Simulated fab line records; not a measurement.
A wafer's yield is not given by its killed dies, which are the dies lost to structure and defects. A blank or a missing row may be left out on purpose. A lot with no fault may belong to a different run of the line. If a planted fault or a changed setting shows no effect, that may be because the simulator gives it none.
A struck lot beside a sound one	flow n5-finfet	35 steps out of a route of 1938
Sound: the wafers L759.1, L759.2, L759.5. The struck wafers were L770.2, L770.3, L770.5. At the end, the cause is stated.
For every step that has rows: the tool of each side, followed by ch and its chambers, followed by its first start. Under that, the readings that differ: sound wafers	struck wafers	difference of the means	sigmas: that difference in standard deviations of wafers without a fault.
alike: readings with means less than 2 such deviations apart, plus words and numbers identical on both sides. not compared: withheld readings, readings lacking a value on some wafer, bounds such as >300 that could conceal the same value, and numbers that have no deviation in the record and whose values overlap.
A row with sigmas, a row that says differs or no value, or rows on one side alone: a step with any of these is where the two part. Non-overlapping numbers with no deviation appear without sigmas and do not part them. A reading that every wafer of one side lacks parts them only if that side has two wafers or more.

first, 12 steps without rows for these wafers: N5_BEOL_M4_ANNEAL_82 (time 240 s); N5_BEOL_M4_SPUTTER_86 (material Cu, target thk 4.5 nm, time 8.29 s); N5_BEOL_M4_ANNEAL_87 (time 240 s); N5_BEOL_M4_SPUTTER_88 (material Cu, target thk 4.5 nm, time 8.29 s); N5_BEOL_M4_ANNEAL_89 (time 240 s); N5_BEOL_M4_SPUTTER_90 (material Cu, target thk 4.5 nm, time 8.29 s); N5_BEOL_M4_ANNEAL_91 (time 240 s); N5_BEOL_M4_SPUTTER_92 (material Cu, target thk 4.5 nm, time 8.29 s); N5_BEOL_M4_ANNEAL_93 (time 240 s); N5_BEOL_M4_SPUTTER_94 (material Cu, target thk 4.5 nm, time 8.29 s); N5_BEOL_M4_ANNEAL_95 (time 240 s); N5_BEOL_M4_SPUTTER_96 (material Cu, target thk 4.5 nm, time 8.29 s).
N5_BEOL_M4_ECD_50: material Cu, target thk 300 nm.
  sound on ecd-cu-02 ch 0,1, day 12 07:58; struck on ecd-cu-02 ch 0,1, day 14 22:26
then, 21 steps without rows for these wafers: N5_BEOL_M4_ANNEAL_51 (time 90 s); N5_BEOL_M4_CMP_52 (polishes, stops on SiOC, t overpolish 6.8 s, target thk 40 nm); N5_BEOL_M4_PRE_CLEAN_60 (time 15 s); N5_BEOL_M4_CO_CAP_55 (material Co, precursor CCTBA/H2, target thk 2 nm, time 102.1 s); N5_BEOL_M4_PRE_CLEAN_56 (time 15 s); N5_BEOL_M4_DEP_57 (deposits SiCN from 3MS/NH3, target thk 8 nm, time 14 s); N5_BEOL_M5_ILD_DEP_00 (deposits SiCOH lowk from DEMS/porogen, target thk 140.64 nm, time 25.9 s); N5_BEOL_M5_CURE_79 (cures SiCOH lowk, time 240 s); N5_BEOL_M5_PECVD_70 (deposits SiO2 from TEOS/O2, target thk 16 nm, time 18 s); N5_BEOL_M5_HM_DEP_02 (deposits TiN, target thk 20 nm); N5_BEOL_M5_COAT_59 (time 60 s, resist thk 60 nm); N5_BEOL_M5_COAT_60 (time 60 s, resist thk 12 nm); N5_BEOL_M5_COAT_71 (time 60 s, resist thk 5 nm); N5_BEOL_M5_COAT_05 (resist thk 30 nm); N5_BEOL_M5_EBR_07; N5_BEOL_M5_SOFTBAKE_06 (time 60 s); N5_BEOL_M5_EXPOSE_08 (exposes mask M5, target cd 28 nm); N5_BEOL_M5_PEB_09 (peb time 60 s); N5_BEOL_M5_DEVELOP_10 (develop time 30 s); N5_BEOL_M5_DESCUM_16 (chemistry O2, time 7 s); N5_BEOL_M5_ETCH_72 (etches underlayer in N2/H2, target depth 6.5 nm, time 5.2 s).
-- a jump in the record: the struck wafers' starts before and after are 5 days apart (it breaks off in module BEOL_M5 and resumes in module PASSIVATION, where the first step shown is number 1936 of the route) --
N5_PASSIVATION_PROBE_49:
  sound on prober-02, day 16 21:35; struck on prober-01, day 19 13:22
reading	sound	struck	difference	sigmas
defect-limited-yield (%)	90.8 89.3 92.7	68.8 69.2 71.4	-21.1	-15
killed_at_M4_up	18 21 15	287 289 266	+263	+44
killed-dies	108 126 86	368 364 337	+250	+15
killed-on-rim	8 22 9	41 45 37	+28	+7
sort_bin_5_function (%)	5.1 6.4 4.4	19.0 19.0 16.7	+12.9	+13
sort_bin_6_memory (%)	3.9 3.9 2.7	10.4 10.0 10.0	+6.6	+10
sort-n-pass	1072 1054 1094	812 816 843	-250	-15
sort-yield-pct (%)	90.8 89.3 92.7	68.8 69.2 71.4	-21.1	-15
  alike: killed_at_M0_to_M3, killed-at-contacts, killed-at-front-end, killed-at-other, killed-open, killed-short

## WHERE THEY PART
At N5_PASSIVATION_PROBE_49 and nowhere else, as far as this record goes.

WHY: whatever the simulator had introduced
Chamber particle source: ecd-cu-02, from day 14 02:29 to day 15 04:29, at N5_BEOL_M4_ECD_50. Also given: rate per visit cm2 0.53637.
